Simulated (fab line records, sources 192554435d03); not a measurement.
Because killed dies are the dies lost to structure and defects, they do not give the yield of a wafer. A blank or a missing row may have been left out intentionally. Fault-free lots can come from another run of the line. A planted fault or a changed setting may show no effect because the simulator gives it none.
Chamber matching / flow n5-finfet / 4 sister chambers for N5_BEOL_M4_ETCH_70 on rie-diel-01
The step etches SOC in N2/H2, target depth 80 nm, overetch 24 nm, time 130 s. 14 wafers are shown with their chamber, then 7 later ones without.

== WAFERS WITH THEIR CHAMBER ==
wafer=L075.2; chamber=2; showerhead-plenum-p-Torr (Torr)=2.41; drypump-motor-current-A (A)=5.8; throttle-valve-pct (%)=17.87
wafer=L075.3; chamber=0; showerhead-plenum-p-Torr (Torr)=2.63; drypump-motor-current-A (A)=5.3; throttle-valve-pct (%)=17.89
wafer=L075.5; chamber=0; showerhead-plenum-p-Torr (Torr)=2.63; drypump-motor-current-A (A)=5.3; throttle-valve-pct (%)=17.89
wafer=L078.3; chamber=2; showerhead-plenum-p-Torr (Torr)=2.41; drypump-motor-current-A (A)=5.8; throttle-valve-pct (%)=17.89
wafer=L078.4; chamber=3; showerhead-plenum-p-Torr (Torr)=2.48; drypump-motor-current-A (A)=5.2; throttle-valve-pct (%)=17.46
wafer=L078.6; chamber=3; showerhead-plenum-p-Torr (Torr)=2.48; drypump-motor-current-A (A)=5.3; throttle-valve-pct (%)=17.46
wafer=L082.1; chamber=3; showerhead-plenum-p-Torr (Torr)=2.47; drypump-motor-current-A (A)=5.2; throttle-valve-pct (%)=17.47
wafer=L082.2; chamber=0; showerhead-plenum-p-Torr (Torr)=2.62; drypump-motor-current-A (A)=5.3; throttle-valve-pct (%)=17.93
wafer=L082.4; chamber=1; showerhead-plenum-p-Torr (Torr)=2.39; drypump-motor-current-A (A)=5.6; throttle-valve-pct (%)=17.77
wafer=L091.2; chamber=3; showerhead-plenum-p-Torr (Torr)=2.46; drypump-motor-current-A (A)=5.2; throttle-valve-pct (%)=17.52
wafer=L091.4; chamber=0; showerhead-plenum-p-Torr (Torr)=2.61; drypump-motor-current-A (A)=5.4; throttle-valve-pct (%)=17.95
wafer=L091.5; chamber=3; showerhead-plenum-p-Torr (Torr)=2.46; drypump-motor-current-A (A)=5.2; throttle-valve-pct (%)=17.51
wafer=L092.1; chamber=2; showerhead-plenum-p-Torr (Torr)=2.40; drypump-motor-current-A (A)=5.8; throttle-valve-pct (%)=17.94
wafer=L092.2; chamber=3; showerhead-plenum-p-Torr (Torr)=2.45; drypump-motor-current-A (A)=5.2; throttle-valve-pct (%)=17.54

SIGNATURES (means of the wafers above)
reading=showerhead-plenum-p-Torr; chamber 0=2.6225; chamber 1=2.3900; chamber 2=2.4067; chamber 3=2.4667; scatter within a chamber=0.0104
reading=drypump-motor-current-A; chamber 0=5.325; chamber 1=5.600; chamber 2=5.800; chamber 3=5.217; scatter within a chamber=0.0398
reading=throttle-valve-pct; chamber 0=17.9150; chamber 1=17.7700; chamber 2=17.9000; chamber 3=17.4933; scatter within a chamber=0.0335
Rule: distance of a wafer from a chamber = root of the sum over the readings of ((wafer's reading minus chamber's mean) / reading's scatter) squared. The wafer belongs to the nearest chamber; if the next one is less than 2 further off, it can't be placed. The scatter: the root of (the sum of the squares of (reading less its chamber's mean) over the shown wafers, divided by (wafers less chambers)).

== WAFERS WITHOUT THEIR CHAMBER ==
wafer=L092.3; showerhead-plenum-p-Torr (Torr)=2.71; drypump-motor-current-A (A)=5.6; throttle-valve-pct (%)=17.33
wafer=L094.2; showerhead-plenum-p-Torr (Torr)=2.60; drypump-motor-current-A (A)=5.4; throttle-valve-pct (%)=17.51
wafer=L094.3; showerhead-plenum-p-Torr (Torr)=2.40; drypump-motor-current-A (A)=5.8; throttle-valve-pct (%)=17.94
wafer=L094.4; showerhead-plenum-p-Torr (Torr)=2.45; drypump-motor-current-A (A)=5.2; throttle-valve-pct (%)=17.56
wafer=L096.2; showerhead-plenum-p-Torr (Torr)=2.70; drypump-motor-current-A (A)=5.6; throttle-valve-pct (%)=17.34
wafer=L096.3; showerhead-plenum-p-Torr (Torr)=2.60; drypump-motor-current-A (A)=5.3; throttle-valve-pct (%)=17.48
wafer=L096.5; showerhead-plenum-p-Torr (Torr)=2.60; drypump-motor-current-A (A)=5.3; throttle-valve-pct (%)=17.52

== THE CHAMBER EACH PASSED THROUGH ==
wafer=L092.3; from the rows above=0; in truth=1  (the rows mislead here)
wafer=L094.2; from the rows above=can't be placed: 0 or 3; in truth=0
wafer=L094.3; from the rows above=2; in truth=2
wafer=L094.4; from the rows above=3; in truth=3
wafer=L096.2; from the rows above=0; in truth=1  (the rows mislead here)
wafer=L096.3; from the rows above=can't be placed: 3 or 0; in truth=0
wafer=L096.5; from the rows above=can't be placed: 0 or 3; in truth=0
Correctly placed: 2 of 7. Cannot be placed on the basis of these rows: 3; the candidates contain the true chamber in 3. 2 placed wrongly.
